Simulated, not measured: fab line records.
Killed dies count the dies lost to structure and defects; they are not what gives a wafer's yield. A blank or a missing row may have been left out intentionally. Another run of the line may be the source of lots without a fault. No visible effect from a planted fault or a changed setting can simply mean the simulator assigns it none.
fab line records	flow n5-finfet
[record] lots = 5	wafers = 15	last-day = 15
route steps=1938 shown SD_EPI_P@328 SD_ACTIVATION@330 ILD0@335 PASSIVATION@1936
lots that met no fault: taken from a fault-free run of the same line
start-h: the number of hours between the record's first day and the start of the first shown wafer of the lot	wait-h: hours since the lot's step before	" identical to the entry in the row above	L1.1+2: a row that stands for several wafers	- no value, or no start given	* or withheld: withheld	< > ~ a bound
route shown NAME@n: NAME is a module with steps in the file, n the number in the route of the first one	usual: average and standard deviation across the fault-free wafers	same: alike in all rows	chamber/n: place in a boat	sites: each site's reading	_std_site: how widely they spread, as a standard deviation	_edge_site: outer sites' mean less inner sites'	radius-mm: for every site, how far away it sits from the centre of the wafer	mask NAME#n: copy n	behind: the tool/chamber that last shaped the wafer	hold: reason for holding the lot/hours on hold/outcome of the hold	device: which transistor (n, p or np) failed to switch	end of line: at the end of the route, the tests of the same wafers	a step with no rows: only its recipe	killed: not the wafer's yield, but the dies lost to structure and defects at the first sort	map: per-die view of a wafer (x killed, . not killed, _ where there is no die)
set.NAME: the run value of the setting; set.NAME@STEP: its run value at that earlier step	model.NAME: the simulator's own value behind a step, which no gauge read
a table for each step, a row for each wafer; lots at some steps of the route
services: a tool's chamber out of use, with start hour (start-h, from the record's first day; less than 0 if before it), hours out, and reason
[[steps]]
[step N5_SD_EPI_P_SRD_25]
[recipe] time-s = 30	temp-c = 23	rinse-liquid = diw	dry = ipa-marangoni
[step N5_SD_ACTIVATION_RTA_00]
[recipe] temp-c = 975	time-s = 0	ambient = N2	idle-temp-c = 600	ramp-up-c-per-s = 150	ramp-down-c-per-s = 60	cool-to-c = 600
[step N5_SD_ACTIVATION_LSA_01]
[recipe] temp-c = 1080	time-s = 0.0008	ambient = N2
[step N5_ILD0_LINER_00]
[recipe] material = SiNx	target-thk-a = 40	temp-c = 400	ald-precursor-family = SiH2I2	ald-co-reactant = N2/H2-plasma	pulse-time-s = 1	purge-time-s = 2	co-reactant-purge-time-s = 2	ald-cycles = 80	pressure-torr = 2
[step N5_ILD0_FCVD_FILL_01]
[recipe] material = SiO2_flowable	target-thk-a = 2000	temp-c = 100	pressure-torr = 0.8	rf-w = 2000	time-s = 328.3
[step N5_ILD0_CURE_02]
[recipe] temp-c = 450	time-s = 1800	ambient = steam	idle-temp-c = 400	ramp-up-c-per-min = 5	ramp-down-c-per-min = 3	densification-p-h2o-torr = 640
[step N5_ILD0_CMP_03]
[recipe] stop-on = SiNx	t-overpolish-s = 1.9	post-cmp-clean = alkaline-brush	down-force-psi = 4.1491	platen-rpm = 51.796	pad-velocity-m-s = 1.0306	target-thk-nm = 197.38
[step N5_ILD0_CMP_07]
[recipe] stop-on = poly-Si	material = SiO2_flowable	t-overpolish-s = 1.18	post-cmp-clean = alkaline-brush	down-force-psi = 4.1491	platen-rpm = 51.796	pad-velocity-m-s = 1.0306	target-thk-nm = 138.88
[usual] edge-zone-pressure-frac = 1.000/0.0051	head-pressure-psi = 4.149/0.0079	motor-current-A = 12.3/1.6	retaining-ring-pressure-frac = 1.000/0.0049	slurry-flow-ml-min = 149.9/0.51	t-overpolish-s = 1.18/0
lot.wafer	tool	chamber	start-h	wait-h	edge-zone-pressure-frac	head-pressure-psi	motor-current-A	retaining-ring-pressure-frac	slurry-flow-ml-min	t-overpolish-s	model.SiNx_of_DUMMY_GATE_HM_DEP_06.thk-nm	model.SiO2_flowable_of_ILD0_FCVD_FILL_01.thk-nm	model.a-Si_of_DUMMY_GATE_CVD_03.thk-nm
L830.3	cmp-01	2	90.43	0.0	0.995	4.157	12.9	1.009	148.8	1.18	0	138.2	69.4
L830.2	"	3	"	"	1.005	4.154	11.7	1.005	149.7	1.18	0	137.2	69.6
L830.5	"	2	"	"	0.991	4.153	12.7	1.002	150.4	1.18	0	138.2	68.6
L831.1	cmp-03	0	97.26	0.1	-	-	-	-	-	-	76.2	199.2	72.8
L831.5	"	2	"	"	-	-	-	-	-	-	76.2	199.6	71.8
L831.6	"	3	"	"	-	-	-	-	-	-	76.6	199.4	71.6
L832.1	cmp-03	2	104.71	0.0	-	-	-	-	-	-	77.6	197.4	71.6
L832.2	"	0	"	"	-	-	-	-	-	-	78	198.2	73.2
L832.5	"	3	"	"	-	-	-	-	-	-	77.8	198.6	73
L833.1	cmp-01	2	113.31	0.1	-	-	-	-	-	-	76.6	197.4	71.4
L833.2	"	3	"	"	-	-	-	-	-	-	76.6	199.4	73.4
L833.5	"	2	"	"	-	-	-	-	-	-	77	198.4	72.4
L841.2	cmp-02	2	158.54	0.0	1.003	4.152	13.3	1.000	150.8	1.18	0	139	68.4
L841.3	"	3	"	"	1.001	4.152	13.0	0.997	149.6	1.18	0	139.8	69.8
L841.4	"	1	"	"	1.003	4.169	16.3	1.000	149.7	1.18	0	138.6	70.6
[step N5_ILD0_THK_MEAS_08]
[usual] thk-nm = 139.0/1.3
lot.wafer	tool	chamber	start-h	wait-h	thk-nm
L830.2	film-metro-02	-	90.72	-	137.1
L830.3	"	-	"	"	138.2
L830.5	"	-	"	"	138.2
L831.1	film-metro-01	-	97.48	0.2	199.2
L831.5	"	-	"	"	199.5
L831.6	"	-	"	"	199.4
L832.1	film-metro-02	-	105.01	0.3	197.2
L832.2	"	-	"	"	198.2
L832.5	"	-	"	"	198.7
L833.1	film-metro-02	-	113.57	0.2	197.4
L833.2	"	-	"	"	199.4
L833.5	"	-	"	"	198.3
L841.2	film-metro-02	-	158.83	-	139.0
L841.3	"	-	"	"	139.7
L841.4	"	-	"	"	138.5
[step N5_ILD0_PRECLEAN_10]
[recipe] chemistry = NF3:NH3	afs-cycles = 5	time-s = 20	temp-c = 30	sublimation-temp-c = 180	sublimation-time-s = 60	pressure-torr = 3	rf-power-w = 30
[usual] rf-power-w = 29.99/0.083
lot.wafer	tool	chamber	start-h	wait-h	rf-power-w	model.SiO2_flowable_of_ILD0_FCVD_FILL_01.thk-nm
L830.2	remote-plasma-02	0	90.87	0.1	30.09	118.8
L830.3	"	0	"	"	29.95	119.6
L830.5	"	0	"	"	29.89	119.6
L831.1	remote-plasma-01	0	97.51	0.0	29.82	172.4
L831.5	"	0	"	"	30.00	172.6
L831.6	"	0	"	"	30.01	172.4
L832.1	remote-plasma-02	1	105.04	0.0	29.93	170.8
L832.2	"	1	"	"	29.85	171.4
L832.5	"	1	"	"	30.00	171.8
L833.1	remote-plasma-02	0	113.61	0.0	29.95	170.8
L833.2	"	0	"	"	29.96	172.6
L833.5	"	0	"	"	30.00	171.8
L841.2	remote-plasma-01	0	158.98	0.1	29.96	120.2
L841.3	"	0	"	"	29.86	121
L841.4	"	0	"	"	29.94	120
[step N5_ILD0_ALD_15]
[recipe] material = SiNx	target-thk-a = 240	temp-c = 400	ald-precursor-family = SiH2I2	ald-co-reactant = N2/H2-plasma	pulse-time-s = 1	ald-cycles = 480	purge-time-s = 2	co-reactant-purge-time-s = 2	pressure-torr = 2
[step N5_ILD0_CMP_12]
[recipe] stop-on = poly-Si	material = SiNx	t-overpolish-s = 6	post-cmp-clean = alkaline-brush	down-force-psi = 2.5	platen-rpm = 51.8	pad-velocity-m-s = 1.0307	target-thk-nm = 17.67
[usual] edge-zone-pressure-frac = 1.000/0.0052	head-pressure-psi = 2.499/0.0059	motor-current-A = 9.2/1.3	retaining-ring-pressure-frac = 1.000/0.0052	slurry-flow-ml-min = 150.1/0.43
lot.wafer	tool	chamber	start-h	wait-h	edge-zone-pressure-frac	head-pressure-psi	motor-current-A	retaining-ring-pressure-frac	slurry-flow-ml-min	model.a-Si_of_DUMMY_GATE_CVD_03.thk-nm
L830.2	cmp-03	2	93.65	1.1	0.993	2.502	8.9	1.000	150.5	69
L830.3	"	1	"	"	1.005	2.498	7.5	0.999	149.2	68.8
L830.5	"	3	"	"	1.007	2.502	8.4	0.998	149.9	67.8
L831.1	cmp-02	0	100.47	1.2	0.990	2.502	7.6	1.000	150.2	72.2
L831.5	"	2	"	"	0.997	2.499	10.2	0.996	149.9	71.2
L831.6	"	3	"	"	1.004	2.499	10.1	0.994	150.5	70.8
L832.1	cmp-03	3	107.93	1.1	1.002	2.495	8.0	0.998	149.5	71
L832.2	"	0	"	"	1.003	2.494	9.2	0.997	150.2	72.4
L832.5	"	0	"	"	1.007	2.503	9.3	0.993	150.1	72.2
L833.1	cmp-03	2	116.52	1.1	1.000	2.509	8.5	0.999	150.1	70.8
L833.2	"	1	"	"	0.993	2.496	7.9	0.996	150.6	72.8
L833.5	"	3	"	"	0.999	2.492	8.1	0.999	149.8	71.8
L841.3	cmp-02	0	161.75	1.1	1.006	2.505	8.1	1.004	150.6	69
L841.4	"	2	"	"	1.001	2.498	10.4	1.001	149.9	69.8
L841.2	"	3	"	"	0.996	2.498	10.1	0.993	150.8	67.8
[step N5_PASSIVATION_PROBE_49]
[usual] defect-limited-yield = 91.0/1.3	killed_at_M0_to_M3 = 33/10	killed_at_M4_up = 14/5.6	killed-at-contacts = 12/5.8	killed-at-front-end = 43/11	killed-at-other = 4.1/2.8	killed-dies = 106/15	killed-on-rim = 14/3.9	killed-open = 70/12	killed-short = 34/7.5	sort_bin_5_function = 5.3/0.88	sort_bin_6_memory = 3.3/0.64	sort-n-pass = 1074/15	sort-yield-pct = 91.0/1.3
[same] gross-dies = 1180	killed-at-back-side = 0	sort_bin_4_leakage[%] = 0	sort_bin_8_speed[%] = 0
lot.wafer	tool	chamber	start-h	wait-h	defect-limited-yield[%]	killed_at_M0_to_M3	killed_at_M4_up	killed-at-contacts	killed-at-front-end	killed-at-other	killed-dies	killed-on-rim	killed-open	killed-short	sort_bin_5_function[%]	sort_bin_6_memory[%]	sort-n-pass	sort-yield-pct[%]
L830.2	prober-01	-	299.00	0.1	89.4	43	17	7	56	2	125	19	82	38	5.8	4.2	1055	89.4
L830.3	prober-01	-	299.05	0.1	91.4	35	14	10	38	5	102	7	66	34	4.6	3.8	1078	91.4
L830.5	prober-01	-	299.15	0.2	91.4	34	22	5	39	1	101	15	62	32	5.2	3.0	1079	91.4
L831.1	prober-02	-	303.44	0.0	0	22	9	13	1132	4	1180	152	68	36	95.7	4.0	0	0
L831.5	prober-02	-	303.64	0.2	0	30	22	12	1109	7	1180	152	81	32	95.3	4.5	0	0
L831.6	prober-02	-	303.69	0.3	0	30	10	7	1127	6	1180	152	49	34	97.5	2.2	0	0
L832.1	prober-01	-	317.49	0.0	0	14	19	23	1121	3	1180	152	83	19	95.8	4.1	0	0
L832.5	prober-01	-	317.69	0.2	0	44	13	15	1103	5	1180	152	87	50	94.0	5.1	0	0
L841.2	prober-01	-	368.00	0.1	91.7	36	5	25	26	6	98	14	63	35	5.3	2.5	1082	91.7
L841.3	prober-01	-	368.05	0.1	91.1	44	6	18	28	9	105	13	66	39	4.8	3.4	1075	91.1
L841.4	prober-01	-	368.10	0.2	89.7	47	14	9	46	5	121	15	67	52	6.0	3.7	1059	89.7
// killed by level:class
L830.2 FIN_SAQP:geometric-particle:short=11 FIN_SAQP:geometric-particle:open=10 BEOL_M2:geometric-particle:open=10 STI_FIN_REVEAL:geometric-particle:open=9 BEOL_M3:geometric-particle:open=9 BEOL_M0_SAQP:geometric-particle:open=8 BEOL_M1:geometric-particle:open=8 BEOL_M4:geometric-particle:open=7
L830.3 MOL_CONTACT_COAG:geometric-particle:open=8 STI_FIN_REVEAL:geometric-particle:open=7 BEOL_M1:geometric-particle:open=7 BEOL_M0_SAQP:geometric-particle:short=6 STARTING-WAFER:geometric-particle:open=6 GATE_CUT:geometric-particle:short=5 BEOL_M3:geometric-particle:open=5 FIN_SAQP:geometric-particle:short=4
L830.5 STI_FIN_REVEAL:geometric-particle:open=9 BEOL_M4:geometric-particle:open=7 FIN_SAQP:geometric-particle:short=6 BEOL_M0_SAQP:geometric-particle:short=6 BEOL_M0_SAQP:geometric-particle:open=6 MOL_CONTACT_COAG:geometric-particle:open=5 BEOL_M3:geometric-particle:open=5 FIN_SAQP:geometric-particle:open=4
L831.1 ILD0:area-cmp=1072 FIN_SAQP:geometric-particle:short=11 STI_FIN_REVEAL:geometric-particle:open=11 MOL_CONTACT_COAG:geometric-particle:open=10 FIN_SAQP:geometric-particle:open=9 STI_FIN_REVEAL:geometric-particle:short=6 GATE_CUT:geometric-particle:open=6 BEOL_M0_SAQP:geometric-particle:open=6
L831.5 ILD0:area-cmp=1065 STI_FIN_REVEAL:geometric-particle:open=19 MOL_CONTACT_COAG:geometric-particle:open=9 BEOL_M0_SAQP:geometric-particle:open=9 BEOL_M4:geometric-particle:open=8 STI_FIN_REVEAL:geometric-particle:short=5 STARTING-WAFER:geometric-particle:short=5 BEOL_M0_SAQP:geometric-particle:short=4
L831.6 ILD0:area-cmp=1096 FIN_SAQP:geometric-particle:short=7 MOL_CONTACT_COAG:geometric-particle:open=7 BEOL_M2:geometric-particle:open=7 BEOL_M0_SAQP:geometric-particle:short=6 BEOL_M4:geometric-particle:open=6 STI_FIN_REVEAL:geometric-particle:open=5 GATE_CUT:geometric-particle:short=5
L832.1 ILD0:area-cmp=1076 MOL_CONTACT_COAG:geometric-particle:open=19 FIN_SAQP:geometric-particle:open=18 STI_FIN_REVEAL:geometric-particle:open=10 BEOL_M4:geometric-particle:open=10 FIN_SAQP:geometric-particle:short=6 DUMMY_GATE:geometric-particle:open=5 MOL_CONTACT_COAG:geometric-particle:short=4
L832.5 ILD0:area-cmp=1041 FIN_SAQP:geometric-particle:short=13 MOL_CONTACT_COAG:geometric-particle:open=13 FIN_SAQP:geometric-particle:open=12 BEOL_M0_SAQP:geometric-particle:short=11 BEOL_M0_SAQP:geometric-particle:open=10 STI_FIN_REVEAL:geometric-particle:open=9 BEOL_M1:geometric-particle:open=6
L841.2 MOL_CONTACT_COAG:geometric-particle:open=18 FIN_SAQP:geometric-particle:open=8 MOL_CONTACT_COAG:geometric-particle:short=7 BEOL_M1:geometric-particle:open=7 BEOL_M2:geometric-particle:open=7 BEOL_M0_SAQP:geometric-particle:short=6 FIN_SAQP:geometric-particle:short=4 GATE_CUT:geometric-particle:short=4
L841.3 BEOL_M1:geometric-particle:open=14 MOL_CONTACT_COAG:geometric-particle:open=11 BEOL_M3:geometric-particle:open=11 FIN_SAQP:geometric-particle:open=10 FIN_SAQP:geometric-particle:short=8 MOL_CONTACT_COAG:geometric-particle:short=7 BEOL_M0_SAQP:geometric-particle:short=5 BEOL_M2:geometric-particle:short=5
L841.4 BEOL_M0_SAQP:geometric-particle:short=18 STI_FIN_REVEAL:geometric-particle:open=17 BEOL_M0_SAQP:geometric-particle:open=14 MOL_CONTACT_COAG:geometric-particle:open=6 STARTING-WAFER:geometric-particle:short=6 FIN_SAQP:geometric-particle:short=5 STI_FIN_REVEAL:geometric-particle:short=5 BEOL_M4:geometric-particle:open=5
// map L831.1 (x killed, . not)
_________________xxxxxxxxxxxx________________
______________xxxxxxxxxxxxxxxxxx_____________
___________xxxxxxxxxxxxxxxxxxxxxxxx__________
__________xxxxxxxxxxxxxxxxxxxxxxxxxx_________
________xxxxxxxxxxxxxxxxxxxxxxxxxxxxxx_______
_______xxxxxxxxxxxxxxxxxxxxxxxxxxxxxxxx______
______xxxxxxxxxxxxxxxxxxxxxxxxxxxxxxxxxx_____
_____xxxxxxxxxxxxxxxxxxxxxxxxxxxxxxxxxxxx____
____xxxxxxxxxxxxxxxxxxxxxxxxxxxxxxxxxxxxxx___
___xxxxxxxxxxxxxxxxxxxxxxxxxxxxxxxxxxxxxxxx__
___xxxxxxxxxxxxxxxxxxxxxxxxxxxxxxxxxxxxxxxx__
__xxxxxxxxxxxxxxxxxxxxxxxxxxxxxxxxxxxxxxxxxx_
__xxxxxxxxxxxxxxxxxxxxxxxxxxxxxxxxxxxxxxxxxx_
_xxxxxxxxxxxxxxxxxxxxxxxxxxxxxxxxxxxxxxxxxxxx
_xxxxxxxxxxxxxxxxxxxxxxxxxxxxxxxxxxxxxxxxxxxx
_xxxxxxxxxxxxxxxxxxxxxxxxxxxxxxxxxxxxxxxxxxxx
_xxxxxxxxxxxxxxxxxxxxxxxxxxxxxxxxxxxxxxxxxxxx
_xxxxxxxxxxxxxxxxxxxxxxxxxxxxxxxxxxxxxxxxxxxx
_xxxxxxxxxxxxxxxxxxxxxxxxxxxxxxxxxxxxxxxxxxxx
_xxxxxxxxxxxxxxxxxxxxxxxxxxxxxxxxxxxxxxxxxxxx
_xxxxxxxxxxxxxxxxxxxxxxxxxxxxxxxxxxxxxxxxxxxx
__xxxxxxxxxxxxxxxxxxxxxxxxxxxxxxxxxxxxxxxxxx_
__xxxxxxxxxxxxxxxxxxxxxxxxxxxxxxxxxxxxxxxxxx_
___xxxxxxxxxxxxxxxxxxxxxxxxxxxxxxxxxxxxxxxx__
___xxxxxxxxxxxxxxxxxxxxxxxxxxxxxxxxxxxxxxxx__
____xxxxxxxxxxxxxxxxxxxxxxxxxxxxxxxxxxxxxx___
_____xxxxxxxxxxxxxxxxxxxxxxxxxxxxxxxxxxxx____
______xxxxxxxxxxxxxxxxxxxxxxxxxxxxxxxxxx_____
_______xxxxxxxxxxxxxxxxxxxxxxxxxxxxxxxx______
________xxxxxxxxxxxxxxxxxxxxxxxxxxxxxx_______
__________xxxxxxxxxxxxxxxxxxxxxxxxxx_________
___________xxxxxxxxxxxxxxxxxxxxxxxx__________
______________xxxxxxxxxxxxxxxxxx_____________
_________________xxxxxxxxxxxx________________
// map L832.1 (x killed, . not)
_________________xxxxxxxxxxxx________________
______________xxxxxxxxxxxxxxxxxx_____________
___________xxxxxxxxxxxxxxxxxxxxxxxx__________
__________xxxxxxxxxxxxxxxxxxxxxxxxxx_________
________xxxxxxxxxxxxxxxxxxxxxxxxxxxxxx_______
_______xxxxxxxxxxxxxxxxxxxxxxxxxxxxxxxx______
______xxxxxxxxxxxxxxxxxxxxxxxxxxxxxxxxxx_____
_____xxxxxxxxxxxxxxxxxxxxxxxxxxxxxxxxxxxx____
____xxxxxxxxxxxxxxxxxxxxxxxxxxxxxxxxxxxxxx___
___xxxxxxxxxxxxxxxxxxxxxxxxxxxxxxxxxxxxxxxx__
___xxxxxxxxxxxxxxxxxxxxxxxxxxxxxxxxxxxxxxxx__
__xxxxxxxxxxxxxxxxxxxxxxxxxxxxxxxxxxxxxxxxxx_
__xxxxxxxxxxxxxxxxxxxxxxxxxxxxxxxxxxxxxxxxxx_
_xxxxxxxxxxxxxxxxxxxxxxxxxxxxxxxxxxxxxxxxxxxx
_xxxxxxxxxxxxxxxxxxxxxxxxxxxxxxxxxxxxxxxxxxxx
_xxxxxxxxxxxxxxxxxxxxxxxxxxxxxxxxxxxxxxxxxxxx
_xxxxxxxxxxxxxxxxxxxxxxxxxxxxxxxxxxxxxxxxxxxx
_xxxxxxxxxxxxxxxxxxxxxxxxxxxxxxxxxxxxxxxxxxxx
_xxxxxxxxxxxxxxxxxxxxxxxxxxxxxxxxxxxxxxxxxxxx
_xxxxxxxxxxxxxxxxxxxxxxxxxxxxxxxxxxxxxxxxxxxx
_xxxxxxxxxxxxxxxxxxxxxxxxxxxxxxxxxxxxxxxxxxxx
__xxxxxxxxxxxxxxxxxxxxxxxxxxxxxxxxxxxxxxxxxx_
__xxxxxxxxxxxxxxxxxxxxxxxxxxxxxxxxxxxxxxxxxx_
___xxxxxxxxxxxxxxxxxxxxxxxxxxxxxxxxxxxxxxxx__
___xxxxxxxxxxxxxxxxxxxxxxxxxxxxxxxxxxxxxxxx__
____xxxxxxxxxxxxxxxxxxxxxxxxxxxxxxxxxxxxxx___
_____xxxxxxxxxxxxxxxxxxxxxxxxxxxxxxxxxxxx____
______xxxxxxxxxxxxxxxxxxxxxxxxxxxxxxxxxx_____
_______xxxxxxxxxxxxxxxxxxxxxxxxxxxxxxxx______
________xxxxxxxxxxxxxxxxxxxxxxxxxxxxxx_______
__________xxxxxxxxxxxxxxxxxxxxxxxxxx_________
___________xxxxxxxxxxxxxxxxxxxxxxxx__________
______________xxxxxxxxxxxxxxxxxx_____________
_________________xxxxxxxxxxxx________________
[[services]]
tool	chamber	start-h	hours	kind
cmp-03	-	73.17	2.2	repair
cmp-02	-	80.54	0.3	repair
cmp-03	-	86.36	0.6	repair
cmp-01	-	95.58	2.7	repair
cmp-03	-	108.70	7.0	pm
cmp-03	-	121.70	1.0	repair
cmp-02	-	135.10	3.0	pm
[[key]]
[first-sign] step = N5_ILD0_CMP_07	reading = tool-record	direction = missing
[effect] step = N5_ILD0_THK_MEAS_08	reading = thk-nm	direction = up	sigmas = 46	usual = *	struck = *
[effect] step = N5_PASSIVATION_PROBE_49	reading = sort_bin_5_function	direction = up	sigmas = 99+	usual = 5.3	struck = 95.6
[model-effect] step = N5_ILD0_CMP_07	value = SiNx_of_DUMMY_GATE_HM_DEP_06.thk-nm	without = 0	struck = 76.96
[model-effect] step = N5_ILD0_PRECLEAN_10	value = SiO2_flowable_of_ILD0_FCVD_FILL_01.thk-nm	without = 120.8	struck = 171.8
[model-effect] step = N5_ILD0_CMP_12	value = a-Si_of_DUMMY_GATE_CVD_03.thk-nm	without = 68.6	struck = 71.69
[more-kills-born-at] N5_ILD0_CMP_07@cmp-03 = 5345
met-at N5_ILD0_CMP_07
struck-wafers L831.1,L831.5,L831.6,L832.1,L832.2,L832.5,L833.1,L833.2,L833.5
rows-end L832.2,L833.1,L833.2,L833.5
later-rows-left-out L831.1,L831.5,L831.6,L832.1,L832.5
onset-between 90.43 97.26
[fault] kind = skipped-step-whole	tool = cmp-01,cmp-03	chamber = -	onset-h = 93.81	steps = N5_ILD0_CMP_07	scope = struck-lots-only
// later-rows-left-out: the simulator's readings of these wafers behind a module that went badly wrong aren't trusted and aren't shown, but for the sort
// rows-end: these wafers met a further fault down the route, and their rows from its step on are left out
